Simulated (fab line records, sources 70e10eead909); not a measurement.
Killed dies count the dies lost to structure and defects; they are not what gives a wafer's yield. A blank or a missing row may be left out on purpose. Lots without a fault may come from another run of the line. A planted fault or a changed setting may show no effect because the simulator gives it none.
fab line records	flow nandHarc
record: lots: 24	wafers: 72	lastDay: 25
route steps=1159 shown P_STI@83 P_GATE@149 P_CONTACT@232
lots untouched by any fault: they come from a run of this same line in which no faults occurred
startH: the number of hours between the record's first day and the start of the first shown wafer of the lot	waitH: how many hours have passed since the lot's step before this one	" the same as in the row above	L1.1+2: one row covering several wafers at once	- no value, or no start given	* or withheld: withheld	< > ~ a bound
route shown NAME@n: a module of which the file shows steps, and the number in the route of the first	usual: the fault-free wafers' mean and standard deviation	same: alike in all rows	chamber/n: place in a boat	sites: each site's reading	_std_site: the values' standard deviation	_edge_site: the outer-site mean with the inner-site mean subtracted	radiusMm: how far each site lies from the wafer's centre	mask NAME#n: copy n	behind: tool/chamber where the wafer was last shaped	hold: reason for holding the lot/hours on hold/outcome of the hold	device: the transistor (n, p or np) that didn't switch	end of line: tests of these same wafers at the route's end	a step with no rows: only its recipe	killed: count of dies lost to structure and defects at first sort (not the wafer's yield)	map: a wafer's dies, marking killed ones x, the rest . and places with no die _
set.NAME: setting as actually run; set.NAME@STEP: the setting as run at that earlier step	model.NAME: the simulator's own value behind a step, which no gauge read
the route's steps for a sample of lots (tables are steps, rows are wafers)
services: a tool's chamber out of use, with start hour (startH, from the record's first day; less than 0 if before it), hours out, and reason
== steps ==
step: NHARC_P_STI_CD_MEAS_09
recipe: targetCdNm: 200	landingEnergyEv: 500
usual: cdNm: 200/3
lot.wafer	tool	chamber	startH	waitH	cdNm
L074.2	cdSem-01	0	33.11	-	203
L074.4	"	0	"	"	201
L074.5	"	0	"	"	202
L075.2	cdSem-02	0	41.15	-	202
L075.4	"	0	"	"	199
L075.5	"	0	"	"	201
L076.1	cdSem-01	0	50.30	-	200
L076.2	"	0	"	"	201
L076.5	"	0	"	"	202
L077.1	cdSem-01	0	50.46	-	202
L077.4	"	0	"	"	201
L077.6	"	0	"	"	201
L078.1	cdSem-03	0	60.46	-	199
L078.3	"	0	"	"	199
L078.5	"	0	"	"	196
L079.4	cdSem-02	0	65.09	-	205
L079.5	"	0	"	"	207
L079.6	"	0	"	"	207
L080.3	cdSem-01	0	71.13	-	204
L080.4	"	0	"	"	200
L080.5	"	0	"	"	205
L081.2	cdSem-01	0	77.87	-	202
L081.3	"	0	"	"	195
L081.5	"	0	"	"	194
L082.2	cdSem-02	0	85.08	-	199
L082.3	"	0	"	"	197
L082.5	"	0	"	"	199
L083.1	cdSem-02	0	89.39	-	200
L083.2	"	0	"	"	194
L083.3	"	0	"	"	199
L084.1	cdSem-02	0	96.11	-	205
L084.2	"	0	"	"	204
L084.3	"	0	"	"	202
L085.1	cdSem-03	0	101.37	-	197
L085.2	"	0	"	"	202
L085.6	"	0	"	"	202
L086.1	cdSem-01	0	106.90	-	193
L086.3	"	0	"	"	198
L086.6	"	0	"	"	196
L087.3	cdSem-02	0	114.95	-	200
L087.4	"	0	"	"	198
L087.5	"	0	"	"	201
L088.1	cdSem-03	0	119.08	-	197
L088.2	"	0	"	"	199
L088.4	"	0	"	"	204
L090.2	cdSem-03	0	130.46	-	201
L090.3	"	0	"	"	202
L090.4	"	0	"	"	200
L089.1	cdSem-03	0	130.62	-	198
L089.2	"	0	"	"	201
L089.5	"	0	"	"	200
L091.1	cdSem-03	0	140.04	-	199
L091.2	"	0	"	"	201
L091.6	"	0	"	"	202
L092.1	cdSem-02	0	140.20	-	203
L092.3	"	0	"	"	198
L092.5	"	0	"	"	203
L093.3	cdSem-02	0	148.88	-	200
L093.5	"	0	"	"	200
L093.6	"	0	"	"	204
L094.2	cdSem-03	0	154.99	-	205
L094.3	"	0	"	"	200
L094.4	"	0	"	"	204
L095.2	cdSem-02	0	160.80	-	202
L095.4	"	0	"	"	203
L095.5	"	0	"	"	199
L096.1	cdSem-01	0	169.46	-	194
L096.3	"	0	"	"	198
L096.4	"	0	"	"	196
L097.3	cdSem-01	0	173.80	-	200
L097.4	"	0	"	"	205
L097.6	"	0	"	"	204
step: NHARC_P_STI_ETCH_31
recipe: targetDepthA: 1089	timeS: 54.5	cf4FlowSccm: 100	chf3FlowSccm: 30	arFlowSccm: 0	rfW: 500	biasW: 200	chemistry: CF4/CHF3
usual: drypumpMotorCurrentA: 5.8/0.39	oesProductAu: 0.967/0.016	rfVppV: 370.7/2.2	showerheadPlenumPTorr: 1.58/0.061	throttleValvePct: 16.802/0.0092
lot.wafer	tool	chamber	startH	waitH	drypumpMotorCurrentA	oesProductAu	rfHoursCounterH	rfVppV	showerheadPlenumPTorr	throttleValvePct
L074.2	rieDiel-04	2	-	-	5.9	0.949	6.3	371.6	1.64	16.795
L074.4	"	1	"	"	5.6	0.967	6.6	367.2	1.51	16.819
L074.5	"	2	"	"	5.8	0.949	-	371.0	1.64	16.806
L075.4	rieDiel-07	3	-	-	6.5	1.002	3.4	372.5	1.64	16.800
L075.2	"	0	"	"	5.2	0.953	3.4	370.5	1.55	16.797
L075.5	"	0	"	"	5.2	0.950	-	368.7	1.56	16.816
L076.1	rieDiel-07	1	-	-	6.3	0.954	3.6	372.3	1.58	16.813
L076.2	"	3	"	"	6.5	0.998	3.5	372.4	1.64	16.804
L076.5	"	1	"	"	6.3	0.972	-	370.7	1.58	16.806
L077.1	rieDiel-06	1	-	-	6.0	0.974	5.0	371.7	1.62	16.796
L077.4	"	3	"	"	6.4	0.968	4.6	369.1	1.52	16.796
L077.6	"	1	"	"	6.0	0.966	-	374.1	1.62	16.808
L078.3	rieDiel-04	1	-	-	5.5	0.968	8.2	367.1	1.51	16.803
L078.1	"	3	"	"	5.3	0.973	8.1	369.1	1.53	16.792
L078.5	"	2	"	"	5.9	0.943	-	372.6	1.64	16.816
L079.4	rieDiel-04	0	-	-	5.7	0.951	8.6	370.4	1.61	16.793
L079.5	"	1	"	"	5.6	0.965	-	367.1	1.51	16.806
L079.6	"	2	"	"	5.9	0.945	-	372.5	1.64	16.798
L080.4	rieDiel-07	2	-	-	5.8	0.955	0.3	371.2	1.56	16.812
L080.3	"	0	"	"	5.2	0.965	0.3	369.9	1.56	16.803
L080.5	"	2	"	"	5.8	0.958	-	369.7	1.56	16.803
L081.3	rieDiel-06	1	-	-	6.0	0.985	0.2	371.6	1.62	16.798
L081.2	"	2	"	"	5.8	0.963	0.2	374.2	1.69	16.802
L081.5	"	1	"	"	6.0	0.986	-	371.7	1.62	16.802
L082.3	rieDiel-04	2	-	-	5.9	0.945	9.0	372.1	1.64	16.802
L082.2	"	0	"	"	5.7	0.957	9.8	369.9	1.61	16.808
L082.5	"	2	"	"	5.9	0.945	-	373.0	1.64	16.798
L083.3	rieDiel-06	0	-	-	5.4	0.966	0.5	367.9	1.51	16.794
L083.2	"	1	"	"	6.0	0.984	0.4	371.1	1.62	16.810
L083.1	"	2	"	"	5.8	0.981	0.4	374.8	1.69	16.795
L084.3	rieDiel-06	2	-	-	5.8	0.970	0.5	375.8	1.70	16.799
L084.1	"	3	"	"	6.4	0.977	0.6	367.8	1.52	16.792
L084.2	"	0	"	"	5.4	0.985	0.7	367.8	1.51	16.805
L085.1	rieDiel-06	0	-	-	5.4	0.961	1.0	368.3	1.51	16.807
L085.2	"	1	"	"	6.1	0.987	1.0	370.5	1.62	16.809
L085.6	"	0	"	"	5.4	0.972	-	367.7	1.51	16.802
L086.1	rieDiel-07	1	-	-	6.3	0.967	1.0	370.3	1.58	16.784
L086.3	"	3	"	"	6.5	1.007	0.9	372.9	1.64	16.788
L086.6	"	2	"	"	5.8	0.977	-	369.7	1.56	16.798
L087.4	rieDiel-06	1	-	-	6.0	0.965	1.4	372.3	1.62	16.800
L087.3	"	2	"	"	5.8	0.964	1.3	374.8	1.69	16.802
L087.5	"	3	"	"	6.4	0.975	-	368.3	1.52	16.803
L088.4	rieDiel-06	1	-	-	6.0	0.988	1.6	372.0	1.62	16.813
L088.2	"	2	"	"	5.8	0.977	1.5	375.3	1.69	16.822
L088.1	"	3	"	"	6.4	0.959	1.6	369.4	1.52	16.809
L090.4	rieDiel-06	0	-	-	5.4	0.969	2.2	367.6	1.51	16.807
L090.3	"	1	"	"	6.0	0.987	2.1	371.9	1.62	16.809
L090.2	"	3	"	"	6.4	0.956	2.1	368.3	1.52	16.792
L089.2	rieDiel-04	3	-	-	5.3	0.948	0.9	368.4	1.52	16.798
L089.1	"	1	"	"	5.5	0.970	1.0	368.6	1.51	16.806
L089.5	"	1	"	"	5.5	0.972	-	367.6	1.50	16.810
L091.1	rieDiel-07	1	-	-	6.3	0.952	2.2	371.4	1.58	16.800
L091.2	"	2	"	"	5.8	0.984	2.0	371.4	1.56	16.799
L091.6	"	2	"	"	5.8	0.972	-	369.5	1.56	16.800
L092.3	rieDiel-04	1	-	-	5.6	0.968	2.1	369.6	1.50	16.796
L092.1	"	0	"	"	5.7	0.972	2.0	371.1	1.61	16.810
L092.5	"	0	"	"	5.7	0.972	-	372.7	1.61	16.793
L093.3	rieDiel-04	1	-	-	5.6	0.969	2.4	367.0	1.50	16.798
L093.5	"	0	"	"	5.7	0.958	-	372.7	1.61	16.799
L093.6	"	1	"	"	5.5	0.966	-	369.1	1.51	16.806
L094.4	rieDiel-06	1	-	-	5.9	0.980	3.1	373.1	1.62	16.793
L094.3	"	2	"	"	5.8	0.967	3.1	373.8	1.69	16.806
L094.2	"	0	"	"	5.4	0.987	3.3	369.9	1.51	16.784
L095.2	rieDiel-04	1	-	-	5.6	0.959	4.1	368.9	1.50	16.806
L095.4	"	2	"	"	5.9	0.975	1.9	371.8	1.64	16.798
L095.5	"	2	"	"	5.9	0.973	-	371.9	1.64	16.814
L096.3	rieDiel-07	2	-	-	5.8	0.984	2.7	369.5	1.56	16.798
L096.4	"	3	"	"	6.4	0.992	2.5	373.8	1.64	16.800
L096.1	"	1	"	"	6.3	0.962	2.9	370.0	1.58	16.776
L097.3	rieDiel-06	3	-	-	6.4	0.919	4.1	368.8	1.52	16.801
L097.4	"	0	"	"	5.4	0.930	4.1	369.4	1.50	16.801
L097.6	"	3	"	"	6.4	0.918	-	368.3	1.52	16.795
step: NHARC_P_GATE_ETCH_32
recipe: targetDepthA: 1500	overEtchFrac: 1	overEtchIonEnergyEv: 40	timeS: 100.1	hbrFlowSccm: 150	cl2FlowSccm: 50	rfW: 400	icpW: 400	biasW: 100	chemistry: HBr/Cl2
usual: drypumpMotorCurrentA: 5.8/0.46	mfcCl2Sccm: 50.02/0.14	oesProductAu: 1.003/0.014	throttleValvePct: 26.405/0.0099
lot.wafer	tool	chamber	startH	waitH	drypumpMotorCurrentA	mfcCl2Sccm	oesProductAu	rfHoursCounterH	throttleValvePct
L074.4	rieSi-05	2	89.04	-	6.3	49.83	0.988	0.1	26.418
L074.2	"	3	"	"	5.9	49.84	1.011	0.2	26.413
L074.5	"	1	"	"	5.6	50.13	1.011	-	26.410
L075.4	rieSi-06	0	89.20	-	6.1	50.04	1.016	0.6	26.399
L075.2	"	2	"	"	6.4	50.09	1.001	0.5	26.399
L075.5	"	0	"	"	6.1	49.98	1.015	-	26.400
L076.2	rieSi-05	1	101.54	-	5.6	49.99	1.015	0.2	26.396
L076.1	"	3	"	"	5.9	50.01	0.999	0.2	26.400
L076.5	"	1	"	"	5.6	49.82	1.014	-	26.413
L077.4	rieSi-06	1	101.88	-	5.8	50.06	1.001	0.6	26.402
L077.1	"	2	"	"	6.3	49.90	1.021	0.6	26.412
L077.6	"	1	"	"	5.8	49.82	1.004	-	26.409
L078.3	rieSi-06	2	113.14	-	6.3	49.97	1.011	0.8	26.404
L078.1	"	0	"	"	6.0	49.94	1.027	0.8	26.386
L078.5	"	2	"	"	6.3	50.26	1.023	-	26.404
L079.4	rieSi-02	3	123.76	-	5.1	50.03	1.000	0.7	26.401
L079.5	"	2	"	"	5.0	50.05	1.019	-	26.403
L079.6	"	3	"	"	5.1	50.31	1.001	-	26.412
L080.3	rieSi-06	0	129.34	-	6.1	50.38	1.019	0.9	26.407
L080.5	"	2	"	"	6.3	49.78	1.008	-	26.398
L080.4	"	0	"	"	6.1	50.19	1.029	-	26.410
L083.2	rieSi-06	2	134.22	-	6.3	50.01	1.005	1.0	26.422
L083.3	"	3	"	"	5.4	49.99	0.979	1.0	26.419
L083.1	"	1	"	"	5.8	49.92	0.984	0.9	26.412
L082.2	rieSi-02	0	135.05	-	6.1	50.06	0.999	1.1	26.404
L082.3	"	3	"	"	5.1	50.10	0.998	0.8	26.421
L082.5	"	0	"	"	6.1	49.97	0.997	-	26.398
L081.2	rieSi-05	0	135.19	-	6.5	50.26	1.008	0.5	26.420
L081.3	"	1	"	"	5.6	49.90	1.014	0.5	26.406
L081.5	"	0	"	"	6.4	50.12	1.004	-	26.420
L085.1	rieSi-02	0	153.70	-	6.1	49.98	1.013	1.3	26.396
L085.2	"	1	"	"	5.6	50.09	1.010	1.2	26.396
L085.6	"	2	"	"	5.0	50.00	1.009	-	26.401
L084.3	rieSi-05	2	154.29	-	6.2	50.10	0.977	0.6	26.421
L084.1	"	3	"	"	5.9	50.17	0.994	0.7	26.421
L084.2	"	0	"	"	6.4	50.00	1.003	0.7	26.415
L086.3	rieSi-06	0	168.68	-	6.1	50.00	1.013	1.4	26.409
L086.1	"	1	"	"	5.8	50.19	0.990	1.2	26.394
L086.6	"	2	"	"	6.3	49.83	0.992	-	26.407
L088.4	rieSi-02	2	168.89	-	5.0	49.92	1.017	1.0	26.398
L088.1	"	3	"	"	5.1	50.08	1.010	1.1	26.403
L088.2	"	1	"	"	5.5	49.84	1.014	1.4	26.416
L087.3	rieSi-06	0	169.20	-	6.1	50.16	1.019	1.5	26.391
L087.4	"	2	"	"	6.4	49.92	0.984	-	26.413
L087.5	"	1	"	"	5.8	50.07	0.985	-	26.404
L089.1	rieSi-02	1	184.63	-	5.5	49.93	1.009	1.5	26.380
L089.2	"	3	"	"	5.1	49.93	1.011	1.3	26.395
L089.5	"	2	"	"	5.0	49.97	1.020	-	26.433
L090.4	rieSi-02	0	185.05	-	6.1	49.93	1.013	1.6	26.401
L090.2	"	1	"	"	5.5	50.30	1.021	1.6	26.410
L090.3	"	2	"	"	5.0	49.97	1.017	1.3	26.415
L091.2	rieSi-05	2	191.71	-	6.3	50.15	0.981	1.0	26.400
L091.1	"	1	"	"	5.6	50.24	1.013	1.0	26.405
L091.6	"	3	"	"	5.9	50.26	0.984	-	26.403
L092.1	rieSi-02	3	192.38	-	5.1	49.98	1.010	1.4	26.412
L092.3	"	0	"	"	6.1	49.72	1.003	1.7	26.407
L092.5	"	3	"	"	5.1	49.93	1.007	-	26.404
L093.3	rieSi-02	3	199.18	-	5.1	49.75	1.014	1.5	26.390
L093.6	"	0	"	"	6.1	49.85	1.006	-	26.395
L093.5	"	1	"	"	5.5	50.03	1.004	-	26.405
L094.2	rieSi-05	0	212.73	-	6.4	50.09	1.005	1.2	26.395
L094.3	"	1	"	"	5.6	50.00	1.014	1.1	26.391
L094.4	"	0	"	"	6.4	49.90	1.007	-	26.402
L095.4	rieSi-06	2	217.75	-	6.3	49.84	1.000	0.0	26.403
L095.2	"	3	"	"	5.4	50.13	0.983	0.2	26.406
L095.5	"	2	"	"	6.4	49.71	0.999	-	26.374
L096.3	rieSi-02	2	220.48	-	5.0	50.03	1.017	0.0	26.407
L096.1	"	3	"	"	5.1	50.01	0.993	0.0	26.405
L096.4	"	1	"	"	5.6	50.17	1.009	0.0	26.424
L097.3	rieSi-06	3	239.11	-	5.4	50.19	0.986	0.4	26.424
L097.4	"	1	"	"	5.8	50.28	0.998	0.3	26.392
L097.6	"	0	"	"	6.1	50.03	1.025	-	26.407
step: NHARC_P_GATE_CD_MEAS_33
usual: cdNm: 120.3/2.7
lot.wafer	tool	chamber	startH	waitH	cdNm
L074.2	cdSem-03	-	89.36	-	118.1
L074.4	"	-	"	"	122.7
L074.5	"	-	"	"	110.9
L075.2	cdSem-03	-	89.55	-	121.6
L075.4	"	-	"	"	121.7
L075.5	"	-	"	"	121.4
L076.1	cdSem-02	-	101.86	-	121.1
L076.2	"	-	"	"	119.5
L076.5	"	-	"	"	114.4
L077.1	cdSem-01	-	102.40	-	124.8
L077.4	"	-	"	"	119.6
L077.6	"	-	"	"	123.9
L078.1	cdSem-01	-	113.49	0.2	122.3
L078.3	"	-	"	"	118.3
L078.5	"	-	"	"	121.4
L079.4	cdSem-03	-	124.10	-	120.4
L079.5	"	-	"	"	122.5
L079.6	"	-	"	"	121.7
L080.3	cdSem-02	-	129.67	-	118.0
L080.4	"	-	"	"	126.0
L080.5	"	-	"	"	116.9
L083.1	cdSem-03	-	134.56	-	121.5
L083.2	"	-	"	"	121.1
L083.3	"	-	"	"	119.4
L082.2	cdSem-03	-	135.38	-	126.6
L082.3	"	-	"	"	123.6
L082.5	"	-	"	"	119.8
L081.2	cdSem-02	-	135.56	-	116.3
L081.3	"	-	"	"	115.3
L081.5	"	-	"	"	120.1
L085.1	cdSem-02	-	154.02	-	123.3
L085.2	"	-	"	"	122.0
L085.6	"	-	"	"	122.1
L084.1	cdSem-03	-	154.63	-	121.4
L084.2	"	-	"	"	118.3
L084.3	"	-	"	"	121.4
L086.1	cdSem-01	-	169.02	-	120.8
L086.3	"	-	"	"	124.9
L086.6	"	-	"	"	126.2
L088.1	cdSem-03	-	169.22	-	120.1
L088.2	"	-	"	"	122.1
L088.4	"	-	"	"	123.3
L087.3	cdSem-02	-	169.55	-	120.0
L087.4	"	-	"	"	122.2
L087.5	"	-	"	"	121.5
L089.1	cdSem-01	-	184.97	-	120.7
L089.2	"	-	"	"	120.0
L089.5	"	-	"	"	120.3
L090.2	cdSem-02	-	185.38	-	119.7
L090.3	"	-	"	"	119.7
L090.4	"	-	"	"	122.6
L091.1	cdSem-03	-	192.04	-	117.2
L091.2	"	-	"	"	122.8
L091.6	"	-	"	"	117.4
L092.1	cdSem-03	-	192.71	-	118.3
L092.3	"	-	"	"	120.6
L092.5	"	-	"	"	121.6
L093.3	cdSem-02	-	199.50	-	116.4
L093.5	"	-	"	"	117.1
L093.6	"	-	"	"	121.4
L094.2	cdSem-01	-	213.11	0.2	115.9
L094.3	"	-	"	"	120.7
L094.4	"	-	"	"	119.4
L095.2	cdSem-02	-	218.13	0.2	123.5
L095.4	"	-	"	"	121.3
L095.5	"	-	"	"	121.1
L096.1	cdSem-01	-	220.84	0.2	123.1
L096.3	"	-	"	"	121.8
L096.4	"	-	"	"	117.8
L097.3	cdSem-02	-	239.45	-	122.8
L097.4	"	-	"	"	117.5
L097.6	"	-	"	"	116.6
step: NHARC_P_GATE_STRIP_75
recipe: powerW: 1500	tempC: 250	chemistry: O2
usual: drypumpMotorCurrentA: 5.7/0.3	heaterPowerW: 330/27
lot.wafer	tool	chamber	startH	waitH	drypumpMotorCurrentA	heaterPowerW	rfHoursCounterH
L074.2	plasmaAsher-02	0	101.29	0.2	5.3	370	26
L074.4	"	0	"	"	5.3	360	-
L074.5	"	1	"	"	6.1	313	-
L075.2	plasmaAsher-02	0	101.64	0.2	5.3	366	27
L075.4	"	0	"	"	5.3	371	-
L075.5	"	1	"	"	6.1	312	-
L077.1	plasmaAsher-01	0	114.50	0.2	5.5	294	2
L077.4	"	0	"	"	5.5	298	-
L077.6	"	1	"	"	5.7	347	-
L076.1	plasmaAsher-01	1	115.92	0.3	5.8	343	2
L076.2	"	0	"	"	5.5	295	2
L076.5	"	1	"	"	5.8	358	-
L078.1	plasmaAsher-01	0	125.52	0.2	5.5	288	6
L078.3	"	1	"	"	5.7	359	-
L078.5	"	1	"	"	5.7	360	-
L079.4	plasmaAsher-01	1	135.92	0.2	5.7	358	-
L079.6	"	1	"	"	5.8	353	-
L079.5	"	0	"	"	5.5	293	-
L080.4	plasmaAsher-02	1	141.63	0.2	6.1	302	-
L080.3	"	0	"	"	5.3	367	-
L080.5	"	0	"	"	5.3	360	-
L083.2	plasmaAsher-01	1	146.57	0.2	5.7	355	13
L083.1	"	0	"	"	5.5	306	13
L083.3	"	0	"	"	5.5	299	-
L082.2	plasmaAsher-02	0	147.13	0.2	5.3	357	45
L082.3	"	1	"	"	6.1	312	-
L082.5	"	0	"	"	5.3	366	-
L081.2	plasmaAsher-02	0	148.01	0.2	5.3	367	46
L081.3	"	0	"	"	5.3	369	-
L081.5	"	1	"	"	6.1	312	-
L085.2	plasmaAsher-01	1	165.95	0.3	5.8	351	18
L085.1	"	0	"	"	5.5	292	18
L085.6	"	1	"	"	5.7	360	-
L084.2	plasmaAsher-02	1	166.50	0.3	6.1	315	50
L084.1	"	0	"	"	5.3	368	50
L084.3	"	1	"	"	6.1	312	-
L086.1	plasmaAsher-01	1	180.99	0.3	5.7	353	24
L086.3	"	0	"	"	5.5	292	-
L086.6	"	1	"	"	5.7	349	-
L088.1	plasmaAsher-02	0	181.16	0.3	5.3	373	55
L088.2	"	1	"	"	6.1	309	55
L088.4	"	0	"	"	5.3	365	-
L087.3	plasmaAsher-02	0	181.70	0.2	5.3	368	-
L087.4	"	1	"	"	6.1	315	-
L087.5	"	1	"	"	6.1	315	-
L089.2	plasmaAsher-02	1	196.74	0.3	6.1	314	1
L089.1	"	0	"	"	5.3	344	1
L089.5	"	1	"	"	6.1	312	-
L090.2	plasmaAsher-01	0	197.30	0.2	5.5	305	34
L090.3	"	1	"	"	5.7	361	-
L090.4	"	0	"	"	5.5	300	-
L091.1	plasmaAsher-02	0	203.87	0.3	5.3	338	4
L091.2	"	1	"	"	6.1	316	4
L091.6	"	0	"	"	5.3	341	-
L092.1	plasmaAsher-02	0	204.61	0.2	5.3	344	4
L092.3	"	0	"	"	5.3	338	-
L092.5	"	1	"	"	6.1	316	-
L093.3	plasmaAsher-01	1	212.22	0.1	5.7	346	-
L093.5	"	0	"	"	5.5	296	-
L093.6	"	1	"	"	5.7	363	-
L094.2	plasmaAsher-02	0	224.99	0.2	5.3	348	10
L094.3	"	0	"	"	5.3	332	-
L094.4	"	1	"	"	6.1	316	-
L095.2	plasmaAsher-01	0	229.89	0.3	5.5	300	43
L095.4	"	0	"	"	5.5	306	-
L095.5	"	0	"	"	5.5	288	-
L096.1	plasmaAsher-02	0	232.63	0.2	5.3	337	14
L096.3	"	1	"	"	6.1	318	-
L096.4	"	0	"	"	5.3	344	-
L097.3	plasmaAsher-01	1	251.14	0.2	5.7	346	-
L097.4	"	0	"	"	5.5	299	-
L097.6	"	0	"	"	5.5	301	-
step: NHARC_P_CONTACT_CD_MEAS_12
recipe: targetCdNm: 90	landingEnergyEv: 500
usual: cdNm: 90.1/0.73
lot.wafer	tool	chamber	startH	waitH	cdNm
L074.2	cdSem-02	0	108.87	-	90.7
L074.4	"	0	"	"	91.2
L074.5	"	0	"	"	91.2
L075.2	cdSem-02	0	110.11	-	90.5
L075.4	"	0	"	"	90.9
L075.5	"	0	"	"	91.3
L077.1	cdSem-01	0	122.14	-	91.3
L077.4	"	0	"	"	91.1
L077.6	"	0	"	"	90.4
L076.1	cdSem-02	0	124.28	-	90.0
L076.2	"	0	"	"	90.1
L076.5	"	0	"	"	89.0
L078.1	cdSem-03	0	132.71	-	89.1
L078.3	"	0	"	"	90.6
L078.5	"	0	"	"	90.0
L079.4	cdSem-03	0	143.51	-	89.2
L079.5	"	0	"	"	88.9
L079.6	"	0	"	"	90.2
L080.3	cdSem-01	0	149.00	-	91.0
L080.4	"	0	"	"	89.4
L080.5	"	0	"	"	89.5
L083.1	cdSem-03	0	154.10	-	91.1
L083.2	"	0	"	"	89.8
L083.3	"	0	"	"	90.9
L082.2	cdSem-01	0	154.63	-	88.8
L082.3	"	0	"	"	90.6
L082.5	"	0	"	"	90.4
L081.2	cdSem-01	0	155.37	-	90.5
L081.3	"	0	"	"	90.9
L081.5	"	0	"	"	90.3
L085.1	cdSem-02	0	173.60	-	89.9
L085.2	"	0	"	"	89.8
L085.6	"	0	"	"	89.6
L084.1	cdSem-02	0	173.99	-	89.2
L084.2	"	0	"	"	90.5
L084.3	"	0	"	"	89.6
L086.1	cdSem-01	0	188.79	-	90.8
L086.3	"	0	"	"	89.6
L086.6	"	0	"	"	90.2
L088.1	cdSem-03	0	189.81	-	90.1
L088.2	"	0	"	"	89.3
L088.4	"	0	"	"	89.0
L087.3	cdSem-02	0	190.38	-	91.3
L087.4	"	0	"	"	90.5
L087.5	"	0	"	"	89.7
L089.1	cdSem-01	0	204.22	-	90.8
L089.2	"	0	"	"	90.9
L089.5	"	0	"	"	90.4
L090.2	cdSem-02	0	204.71	-	89.8
L090.3	"	0	"	"	89.0
L090.4	"	0	"	"	89.6
L091.1	cdSem-03	0	214.07	-	89.7
L091.2	"	0	"	"	89.7
L091.6	"	0	"	"	88.9
L092.1	cdSem-03	0	214.42	-	89.7
L092.3	"	0	"	"	90.4
L092.5	"	0	"	"	90.4
L093.3	cdSem-03	0	219.70	-	89.1
L093.5	"	0	"	"	90.3
L093.6	"	0	"	"	90.7
L094.2	cdSem-02	0	232.50	-	90.4
L094.3	"	0	"	"	90.5
L094.4	"	0	"	"	89.1
L095.2	cdSem-01	0	237.42	-	89.6
L095.4	"	0	"	"	89.5
L095.5	"	0	"	"	89.4
L096.1	cdSem-02	0	239.85	-	89.2
L096.3	"	0	"	"	89.9
L096.4	"	0	"	"	90.3
L097.3	cdSem-02	0	258.42	-	90.6
L097.4	"	0	"	"	90.0
L097.6	"	0	"	"	89.9
== services ==
tool	chamber	startH	hours	kind
rieDiel-07	-	20.94	0.5	repair
rieSi-02	-	34.00	9.0	pm
rieSi-06	-	48.33	1.2	repair
rieDiel-06	-	64.20	9.0	pm
rieSi-02	2	77.63	19.8	repair
plasmaAsher-02	-	81.57	1.3	repair
rieSi-02	3	83.44	9.4	repair
plasmaAsher-01	-	99.00	9.0	pm
plasmaAsher-02	-	110.17	1.5	repair
rieDiel-04	-	112.21	9.0	pm
plasmaAsher-02	-	114.12	1.7	repair
rieSi-06	1	123.32	8.4	repair
rieDiel-04	2	127.93	14.5	repair
rieSi-02	-	131.08	1.6	repair
rieSi-06	2	134.95	3.7	repair
rieDiel-04	-	151.19	0.1	repair
rieSi-06	3	164.87	9.7	repair
plasmaAsher-02	-	183.00	9.0	pm
rieSi-06	-	183.00	9.0	pm
rieDiel-06	-	188.85	0.9	repair
rieSi-06	-	201.15	0.2	repair
rieSi-02	-	211.00	9.0	pm
rieDiel-06	0	223.46	7.6	repair
rieDiel-06	-	241.20	9.0	pm
== key ==
fault none
